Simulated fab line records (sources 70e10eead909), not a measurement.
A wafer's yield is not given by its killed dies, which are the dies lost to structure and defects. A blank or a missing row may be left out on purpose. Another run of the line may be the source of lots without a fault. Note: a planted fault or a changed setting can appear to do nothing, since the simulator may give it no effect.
A single fault, viewed from 2 desks / flow nand harc / what lay behind the numbers comes last; until then each desk has only its own

== TOOL OWNER'S DESK, litho track-01 ==
The tool's own readings at NHARC_A_BLC_PEB_08 (peb time 65 s): means of the sampled wafers that have a number, for each lot that ran on this tool. Marked OUT: a lot whose mean sits more than 4 standard deviations from the usual mean, which makes it out of limits; the brackets give that distance.
Columns: A = heater power total W at NHARC_A_BLC_PEB_08, usual 156.6 W; B = plate temp C at NHARC_A_BLC_PEB_08, usual 99.99 C
lot=L198; first seen here=day 17 06:44; A=156.2; B=99.90
lot=L206; first seen here=day 19 08:42; A=156.7; B=100.01
lot=L205; first seen here=day 19 09:43; A=156.3; B=99.93
lot=L204; first seen here=day 19 10:53; A=152.4 (-9.8) OUT; B=97.96 (-17) OUT
lot=L208; first seen here=day 20 04:07; A=151.7 (-11) OUT; B=97.72 (-19) OUT
lot=L210; first seen here=day 20 12:45; A=152.0 (-11) OUT; B=97.93 (-17) OUT
Finding of this desk: L204, L208, L210 out of limits; the first was L204 at day 19 10:53, on heater power total W at NHARC_A_BLC_PEB_08. L198, L206, L205 stayed within limits.

== METROLOGY DESK ==
What the gauges read for every lot (on any tool): the sampled wafers with a number, averaged. Marked OUT: a lot whose mean sits more than 4 standard deviations from the usual mean, which makes it out of limits; the brackets give that distance.
Columns: A = cd nm at NHARC_A_BLC_CD_MEAS_10, usual 100.1 nm
lot=L198; first seen here=day 17 06:49; A=99.5
lot=L200; first seen here=day 17 14:05; A=100.0
lot=L206; first seen here=day 19 08:47; A=99.2
lot=L205; first seen here=day 19 09:48; A=100.3
lot=L204; first seen here=day 19 10:58; A=91.8 (-11) OUT
lot=L207; first seen here=day 19 16:09; A=99.9
lot=L208; first seen here=day 20 04:12; A=91.4 (-11) OUT
lot=L210; first seen here=day 20 12:50; A=93.4 (-8.6) OUT
lot=L214; first seen here=day 21 17:25; A=100.9
lot=L216; first seen here=day 21 23:43; A=99.0
lot=L218; first seen here=day 22 15:47; A=100.1
Finding of this desk: L204, L208, L210 out of limits; the first was L204 at day 19 10:58, on cd nm at NHARC_A_BLC_CD_MEAS_10. L198, L200, L206, L205, L207, L214, L216, L218 stayed within limits.

== PUT TOGETHER ==
At day 19 10:53, on L204, L208, L210, the tool owner's desk was in a position to raise an alarm.
At day 19 10:58 the metrology desk could have sounded an alarm, on L204, L208, L210.
NHARC_A_BLC_PEB_08 was run on litho track-01 by each of the lots named.

== WHAT WAS PUT IN BY THE SIMULATOR ==
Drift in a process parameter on litho track-01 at NHARC_A_BLC_PEB_08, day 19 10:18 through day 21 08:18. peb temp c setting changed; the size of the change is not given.
Shown lots that were struck: L204, L208, L210.
Time in hours from fault onset to the first out-of-limits reading at each desk: tool owner's desk 1, metrology desk 1.
